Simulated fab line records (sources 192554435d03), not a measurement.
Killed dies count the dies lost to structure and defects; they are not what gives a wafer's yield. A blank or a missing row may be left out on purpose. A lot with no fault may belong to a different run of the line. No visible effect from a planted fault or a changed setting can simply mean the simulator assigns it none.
fab line records + flow n5Finfet
record:
- lots: 6
- wafers: 18
- lastDay: 18
route steps=1938 shown WELL_APT@21 PASSIVATION@1936
lots that met no fault: taken from a fault-free run of the same line
startH: start of the lot's first displayed wafer, in hours after the record's first day + waitH: time in hours since the lot's previous step + " unchanged from the row above + L1.1+2: a row that stands for several wafers + - no value present, or no start provided + * or withheld: withheld + < > ~ a bound
route shown NAME@n: NAME is a module with steps in the file, n the number in the route of the first one + usual: mean/standard deviation taken from wafers without a fault + same: alike in all rows + chamber/n: place in a boat + sites: the reading at each site + _std_site: the values' standard deviation + _edge_site: inner sites' mean taken away from outer sites' mean + radiusMm: how far each site lies from the wafer's centre + mask NAME#n: copy n + behind: tool/chamber where the wafer was last shaped + hold: cause of the lot's hold/its duration in hours/its outcome + device: the n, p or np transistor that did not switch + end of line: tests of these same wafers at the route's end + a step without rows: its recipe alone + killed: dies lost to structure and defects at the first sort, not the wafer's yield + map: per-die view of a wafer (x killed, . not killed, _ where there is no die)
set.NAME: the run value of the setting; set.NAME@STEP: its run value at that earlier step + model.NAME: the simulator's own value behind a step, which no gauge read
lots at selected steps of the route; one table per step, one row per wafer
services: the hour from which a tool's chamber was out of use, counted from the record's first day as startH (under 0 if before that day), plus the number of hours and why
== steps ==
step: N5_WELL_APT_COAT_02
recipe:
- spinRpm: 1357
- resistThkNm: 950
step: N5_WELL_APT_EBR_04
recipe:
- solvent: PGMEA
- ebrWidthMm: 1.5
step: N5_WELL_APT_SOFTBAKE_03
recipe:
- tempC: 130
- timeS: 60
step: N5_WELL_APT_EXPOSE_05
recipe:
- maskId: NWELL
- na: 0.8
- sourceShape: conventional
- sigmaOuter: 0.8
- polarization: unpolarized
- defocusNm: 0
- targetCdNm: 200
- doseMj: 20.3
step: N5_WELL_APT_PEB_06
recipe:
- pebTempC: 130
- pebTimeS: 90
step: N5_WELL_APT_DEVELOP_07
recipe:
- developTimeS: 45
- rinseLiquid: surfactantRinse
- dry: airSpin
- devTempC: 21
step: N5_WELL_APT_HARDBAKE_12
recipe:
- tempC: 130
- timeS: 120
step: N5_WELL_APT_CD_MEAS_08
recipe:
- targetCdNm: 200
- landingEnergyEv: 500
- detector: seInlens
usual:
- cdNm: 201.3/2.1
| lot.wafer | tool     | chamber | startH | waitH | cdNm  |
|-----------|----------|---------|--------|-------|-------|
| L410.1    | cdSem-02 | 0       | 20.03  | -     | 199.5 |
| L410.2    | "        | 0       | "      | "     | 201.0 |
| L410.5    | "        | 0       | "      | "     | 200.9 |
| L411.3    | cdSem-02 | 0       | 25.69  | -     | 198.9 |
| L411.4    | "        | 0       | "      | "     | 203.4 |
| L411.5    | "        | 0       | "      | "     | 200.8 |
| L419.1    | cdSem-02 | 0       | 73.74  | -     | 202.9 |
| L419.2    | "        | 0       | "      | "     | 201.4 |
| L419.3    | "        | 0       | "      | "     | 200.3 |
| L421.2    | cdSem-01 | 0       | 85.72  | -     | 203.4 |
| L421.4    | "        | 0       | "      | "     | 202.0 |
| L421.6    | "        | 0       | "      | "     | 200.6 |
| L430.1    | cdSem-01 | 0       | 139.69 | -     | 201.9 |
| L430.2    | "        | 0       | "      | "     | 204.3 |
| L430.3    | "        | 0       | "      | "     | 204.1 |
| L432.1    | cdSem-03 | 0       | 151.90 | -     | 199.3 |
| L432.4    | "        | 0       | "      | "     | 198.3 |
| L432.6    | "        | 0       | "      | "     | 202.4 |
step: N5_WELL_APT_OVL_MEAS_09
recipe:
- pointsPerWafer: 44
usual:
- NWELL_OVL: -1/5.1
| lot.wafer | tool       | chamber | startH | waitH | NWELL_OVL[nm] |
|-----------|------------|---------|--------|-------|---------------|
| L410.1    | overlay-01 | 0       | 20.07  | 0.0   | -3            |
| L410.2    | "          | 0       | "      | "     | 1             |
| L410.5    | "          | 0       | "      | "     | 2             |
| L411.3    | overlay-01 | 0       | 25.72  | 0.0   | 2             |
| L411.4    | "          | 0       | "      | "     | 2             |
| L411.5    | "          | 0       | "      | "     | -6            |
| L419.1    | overlay-02 | 0       | 73.77  | 0.0   | -5            |
| L419.2    | "          | 0       | "      | "     | -6            |
| L419.3    | "          | 0       | "      | "     | -1            |
| L421.2    | overlay-01 | 0       | 85.75  | 0.0   | 4             |
| L421.4    | "          | 0       | "      | "     | 3             |
| L421.6    | "          | 0       | "      | "     | 0             |
| L430.1    | overlay-02 | 0       | 139.72 | 0.0   | -1            |
| L430.2    | "          | 0       | "      | "     | -10           |
| L430.3    | "          | 0       | "      | "     | -13           |
| L432.1    | overlay-02 | 0       | 151.94 | 0.0   | 5             |
| L432.4    | "          | 0       | "      | "     | -7            |
| L432.6    | "          | 0       | "      | "     | -5            |
step: N5_WELL_APT_INSPECT_10
recipe:
- mode: adi
- inspectInstrument: macro
usual:
- rawDefectCount: 2/1.4
| lot.wafer | tool             | chamber | startH | waitH | rawDefectCount |
|-----------|------------------|---------|--------|-------|----------------|
| L410.1    | defectInspect-01 | -       | 20.09  | 0.0   | 3              |
| L410.2    | "                | -       | "      | "     | 5              |
| L410.5    | "                | -       | "      | "     | 3              |
| L411.3    | defectInspect-01 | -       | 25.74  | 0.0   | 6              |
| L411.4    | "                | -       | "      | "     | 2              |
| L411.5    | "                | -       | "      | "     | 2              |
| L419.1    | defectInspect-02 | -       | 73.79  | 0.0   | 2              |
| L419.2    | "                | -       | "      | "     | 4              |
| L419.3    | "                | -       | "      | "     | 2              |
| L421.2    | defectInspect-01 | -       | 85.77  | 0.0   | 2              |
| L421.4    | "                | -       | "      | "     | 3              |
| L421.6    | "                | -       | "      | "     | 2              |
| L430.1    | defectInspect-01 | -       | 139.75 | 0.0   | 3              |
| L430.2    | "                | -       | "      | "     | 1              |
| L430.3    | "                | -       | "      | "     | 3              |
| L432.1    | defectInspect-01 | -       | 151.96 | 0.0   | 3              |
| L432.4    | "                | -       | "      | "     | 2              |
| L432.6    | "                | -       | "      | "     | 0              |
step: N5_WELL_APT_DESCUM_13
recipe:
- chemistry: O2
- timeS: 7.9
- sourcePowerW: 50
- biasPowerW: 20
- pressureMtorr: 20
- rfFrequencyHz: 2.712e+07
- tempC: 40
- o2FlowSccm: 225
usual:
- drypumpMotorCurrentA: 5.6/0.45
- oesProductAu: 0.80/0.056
- rfFwdPowerW: 49.63/0.19
- rfVppV: 243.2/1.3
- showerheadPlenumPTorr: 2.10/0.065
- throttleValvePct: 20.39/0.22
| lot.wafer | tool       | chamber | startH | waitH | drypumpMotorCurrentA | oesProductAu | rfFwdPowerW | rfHoursCounterH | rfVppV | showerheadPlenumPTorr | throttleValvePct |
|-----------|------------|---------|--------|-------|----------------------|--------------|-------------|-----------------|--------|-----------------------|------------------|
| L410.1    | rieDiel-01 | 1       | 20.23  | 0.1   | 5.7                  | 0.86         | 49.48       | 51              | 242.5  | 2.04                  | 20.11            |
| L410.2    | "          | 3       | "      | "     | 5.4                  | 0.78         | 49.37       | 94              | 242.0  | 2.03                  | 20.58            |
| L410.5    | "          | 1       | "      | "     | 5.7                  | 0.85         | 49.47       | -               | 244.5  | 2.04                  | 20.11            |
| L411.3    | rieDiel-02 | 0       | 25.78  | 0.0   | 6.1                  | 0.85         | 49.80       | 67              | 241.8  | 2.01                  | 20.21            |
| L411.4    | "          | 3       | "      | "     | 4.9                  | 0.68         | 49.99       | -               | 242.6  | 2.18                  | 20.89            |
| L411.5    | "          | 2       | "      | "     | 5.7                  | 0.85         | 49.63       | -               | 245.2  | 2.19                  | 20.05            |
| L419.1    | rieDiel-01 | 0       | 73.99  | 0.2   | 6.2                  | 0.79         | 49.89       | 88              | 242.0  | 2.04                  | 20.60            |
| L419.2    | "          | 2       | "      | "     | 5.6                  | 0.86         | 49.81       | 52              | 243.1  | 2.13                  | 20.23            |
| L419.3    | "          | 3       | "      | "     | 5.4                  | 0.78         | 49.32       | 105             | 242.3  | 2.03                  | 20.60            |
| L421.2    | rieDiel-04 | 1       | 85.81  | 0.0   | 5.8                  | 0.81         | 49.62       | 99              | 244.7  | 2.14                  | 20.50            |
| L421.4    | "          | 0       | "      | "     | 5.5                  | 0.72         | 49.48       | -               | 242.2  | 2.00                  | 20.45            |
| L421.6    | "          | 2       | "      | "     | 4.8                  | 0.70         | 49.84       | -               | 245.3  | 2.14                  | 20.76            |
| L430.1    | rieDiel-02 | 2       | 139.78 | 0.0   | 5.8                  | 0.79         | 49.30       | 86              | 244.3  | 2.17                  | 20.13            |
| L430.2    | "          | 1       | "      | "     | 5.2                  | 0.78         | 49.69       | 111             | 241.5  | 2.09                  | 20.30            |
| L430.3    | "          | 3       | "      | "     | 4.9                  | 0.87         | 49.73       | 33              | 243.4  | 2.16                  | 20.65            |
| L432.1    | rieDiel-02 | 3       | 152.00 | 0.0   | 4.9                  | 0.86         | 49.58       | 38              | 244.0  | 2.16                  | 20.64            |
| L432.4    | "          | 2       | "      | "     | 5.8                  | 0.79         | 49.39       | 90              | 245.6  | 2.17                  | 20.11            |
| L432.6    | "          | 1       | "      | "     | 5.2                  | 0.76         | 49.59       | -               | 243.3  | 2.09                  | 20.31            |
step: N5_WELL_APT_IMPLANT_14
recipe:
- species: P
- energyKev: 160
- doseCm2: 1.5e+13
- tiltDeg: 0
- rotationDeg: 0
step: N5_WELL_APT_IMPLANT_15
recipe:
- species: As
- energyKev: 25
- doseCm2: 1.5e+13
- tiltDeg: 0
- rotationDeg: 0
usual:
- doseIonsCm2: 1.5001e+13/1.7e+10
- faradayCurrentUA: 191/3.8
| lot.wafer | tool         | chamber | startH | waitH | doseIonsCm2 | faradayCurrentUA |
|-----------|--------------|---------|--------|-------|-------------|------------------|
| L410.1    | implanter-02 | 0       | 20.51  | 0.1   | 1.5008e+13  | 194              |
| L410.2    | "            | 0       | "      | "     | 1.4991e+13  | 187              |
| L410.5    | "            | 0       | "      | "     | 1.4999e+13  | 190              |
| L411.3    | implanter-01 | 0       | 26.11  | 0.1   | 1.5005e+13  | 189              |
| L411.4    | "            | 0       | "      | "     | 1.4988e+13  | 191              |
| L411.5    | "            | 0       | "      | "     | 1.4989e+13  | 190              |
| L419.1    | implanter-01 | 0       | 74.27  | 0.1   | 8.858e+12   | 111              |
| L419.2    | "            | 0       | "      | "     | 8.827e+12   | 112              |
| L419.3    | "            | 0       | "      | "     | 8.848e+12   | 112              |
| L421.2    | implanter-01 | 0       | 86.12  | 0.1   | 8.83e+12    | 109              |
| L421.4    | "            | 0       | "      | "     | 8.83e+12    | 112              |
| L421.6    | "            | 0       | "      | "     | 8.841e+12   | 112              |
| L430.1    | implanter-02 | 0       | 140.06 | 0.1   | 1.4974e+13  | 189              |
| L430.2    | "            | 0       | "      | "     | 1.4984e+13  | 186              |
| L430.3    | "            | 0       | "      | "     | 1.4982e+13  | 190              |
| L432.1    | implanter-02 | 0       | 152.28 | 0.1   | 1.5003e+13  | 187              |
| L432.4    | "            | 0       | "      | "     | 1.5001e+13  | 193              |
| L432.6    | "            | 0       | "      | "     | 1.5016e+13  | 192              |
step: N5_WELL_APT_STRIP_16
recipe:
- chemistry: SPM
- timeS: 900
- tempC: 130
- h2so4H2o2VolRatio: 4
- dry: ipaMarangoni
step: N5_PASSIVATION_PROBE_49
usual:
- killed_at_M0_to_M3: 34/11
- killed_at_M4_up: 14/5.6
- killedAtContacts: 13/5.9
- killedAtFrontEnd: 40/11
- killedAtOther: 4/3.1
- killedDies: 105/16
- killedOpen: 68/11
- killedShort: 34/8.4
same:
- grossDies: 1180
- killedAtBackSide: 0
| lot.wafer | tool      | chamber | startH | waitH | killed_at_M0_to_M3 | killed_at_M4_up | killedAtContacts | killedAtFrontEnd | killedAtOther | killedDies | killedOpen | killedShort |
|-----------|-----------|---------|--------|-------|--------------------|-----------------|------------------|------------------|---------------|------------|------------|-------------|
| L411.3    | prober-02 | -       | 295.48 | 0.1   | 39                 | 7               | 10               | 55               | 4             | 115        | 67         | 41          |
| L411.4    | prober-02 | -       | 295.53 | 0.2   | 30                 | 21              | 11               | 44               | 10            | 116        | 82         | 34          |
| L411.5    | prober-02 | -       | 295.58 | 0.2   | 31                 | 13              | 18               | 50               | 3             | 115        | 69         | 46          |
| L421.2    | prober-01 | -       | 347.43 | 0.1   | 27                 | 14              | 12               | 41               | 5             | 99         | 61         | 35          |
| L421.4    | prober-01 | -       | 347.53 | 0.2   | 36                 | 14              | 8                | 27               | 3             | 88         | 57         | 27          |
| L432.1    | prober-02 | -       | 442.80 | 0.0   | 22                 | 32              | 15               | 61               | 0             | 130        | 81         | 44          |
| L432.4    | prober-02 | -       | 442.95 | 0.2   | 23                 | 23              | 13               | 53               | 1             | 113        | 72         | 40          |
| L432.6    | prober-02 | -       | 443.05 | 0.3   | 17                 | 27              | 9                | 80               | 6             | 139        | 86         | 53          |
killed by level:class
L411.3 FIN_SAQP:geometricParticle:open=12 BEOL_M2:geometricParticle:open=9 GATE_CUT:geometricParticle:short=8 BEOL_M0_SAQP:geometricParticle:short=8 STI_FIN_REVEAL:geometricParticle:open=7 MOL_CONTACT_COAG:geometricParticle:open=7 HKMG_FIN:areaEtch=7 FIN_SAQP:geometricParticle:short=6
L411.4 FIN_SAQP:geometricParticle:open=17 MOL_CONTACT_COAG:geometricParticle:open=10 BEOL_M4:geometricParticle:open=9 BEOL_M2:geometricParticle:open=8 FIN_SAQP:geometricParticle:short=7 BEOL_M0_SAQP:geometricParticle:open=7 BEOL_M0_SAQP:geometricParticle:short=5 MIM_TOP_ETCH:geometricParticle:open=4
L411.5 MOL_CONTACT_COAG:geometricParticle:open=14 FIN_SAQP:geometricParticle:open=10 FIN_SAQP:geometricParticle:short=9 BEOL_M2:geometricParticle:open=9 GATE_CUT:geometricParticle:short=7 BEOL_M0_SAQP:geometricParticle:short=7 DUMMY_GATE:geometricParticle:open=6 BEOL_M0_SAQP:geometricParticle:open=5
L421.2 MOL_CONTACT_COAG:geometricParticle:open=10 BEOL_M4:geometricParticle:open=7 STI_FIN_REVEAL:geometricParticle:open=6 DUMMY_GATE:geometricParticle:open=6 BEOL_M0_SAQP:geometricParticle:short=6 BEOL_M2:geometricParticle:open=6 BEOL_M3:geometricParticle:open=6 FIN_SAQP:geometricParticle:short=5
L421.4 MOL_CONTACT_COAG:geometricParticle:open=8 BEOL_M2:geometricParticle:open=8 BEOL_M0_SAQP:geometricParticle:short=7 DUMMY_GATE:geometricParticle:open=6 BEOL_M3:geometricParticle:open=6 BEOL_M0_SAQP:geometricParticle:open=4 BEOL_M0:geometricParticle:open=4 BEOL_M4:geometricParticle:open=4
L432.1 FIN_SAQP:geometricParticle:open=20 FIN_SAQP:geometricParticle:short=19 MOL_CONTACT_COAG:geometricParticle:open=12 BEOL_M4:geometricParticle:open=10 BEOL_M5:geometricParticle:open=9 STI_FIN_REVEAL:geometricParticle:open=8 BEOL_M1:geometricParticle:open=6 BEOL_M3:geometricParticle:open=6
L432.4 FIN_SAQP:geometricParticle:short=17 FIN_SAQP:geometricParticle:open=16 BEOL_M4:geometricParticle:open=15 BEOL_M2:geometricParticle:open=9 MOL_CONTACT_COAG:geometricParticle:open=8 GATE_CUT:geometricParticle:open=5 BEOL_M3:geometricParticle:open=5 BEOL_M4:geometricParticle:short=5
L432.6 FIN_SAQP:geometricParticle:open=19 STI_FIN_REVEAL:geometricParticle:open=19 FIN_SAQP:geometricParticle:short=17 BEOL_M4:geometricParticle:open=15 BEOL_M4:geometricParticle:short=8 MOL_CONTACT_COAG:geometricParticle:open=7 GATE_CUT:geometricParticle:short=7 STI_FIN_REVEAL:geometricParticle:short=5
== services ==
| tool         | chamber | startH | hours | kind                        |
|--------------|---------|--------|-------|-----------------------------|
| rieDiel-02   | 1       | -0.03  | 7.5   | repair                      |
| implanter-02 | -       | 0.34   | 4.4   | repair                      |
| rieDiel-02   | -       | 5.87   | 2.8   | pm                          |
| rieDiel-01   | 2       | 9.68   | 9.1   | repair                      |
| rieDiel-02   | 1       | 23.70  | 4.1   | repair                      |
| rieDiel-02   | 3       | 27.84  | -     | clean                       |
| rieDiel-02   | 3       | 27.84  | -     | consumableReplace:focusRing |
| rieDiel-02   | 3       | 27.84  | 13.8  | scheduledDown               |
| rieDiel-02   | 3       | 27.84  | 13.8  | ventCycle                   |
| rieDiel-01   | -       | 55.43  | 14.6  | pm                          |
| rieDiel-01   | 1       | 71.65  | 13.0  | repair                      |
| rieDiel-04   | 3       | 85.35  | 15.4  | repair                      |
| rieDiel-01   | 3       | 89.17  | 31.4  | repair                      |
| rieDiel-04   | 2       | 100.77 | -     | clean                       |
| rieDiel-04   | 2       | 100.77 | -     | consumableReplace:focusRing |
| rieDiel-04   | 2       | 100.77 | 24.5  | scheduledDown               |
| rieDiel-04   | 2       | 100.77 | 24.5  | ventCycle                   |
| rieDiel-01   | -       | 116.22 | 0.3   | repair                      |
| rieDiel-04   | -       | 134.04 | 2.8   | pm                          |
== key ==
firstSign:
- step: N5_WELL_APT_IMPLANT_15
- reading: doseIonsCm2
- direction: down
- sigmas: 99+
- usual: 1.5001e+13
- struck: 8.839e+12
effect:
- step: N5_WELL_APT_IMPLANT_15
- reading: faradayCurrentUA
- direction: down
- sigmas: 21
- usual: 191
- struck: 111
metAt N5_WELL_APT_IMPLANT_15
struckWafers L419.1,L419.2,L419.3,L421.2,L421.4,L421.6
testerLeftOut L419,L421
onsetBetween 26.11 74.27
fault:
- kind: processParameterDrift
- tool: implanter-01
- chamber: -
- onsetH: 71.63
- steps: N5_WELL_APT_IMPLANT_15
- channel: doseCm2
- offset: -6.1609e+12
- shape: step
- endH: 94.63
- actsIn: theseRecipesOnly
- stated: 1.5e+13
testerLeftOut: of these lots the tester's yield and bins aren't shown, on N5 and GAA mostly nor the transistor test; their killed dies are dies lost to structure and defects alone, not to doping, threshold or leakage, so they don't give the yield
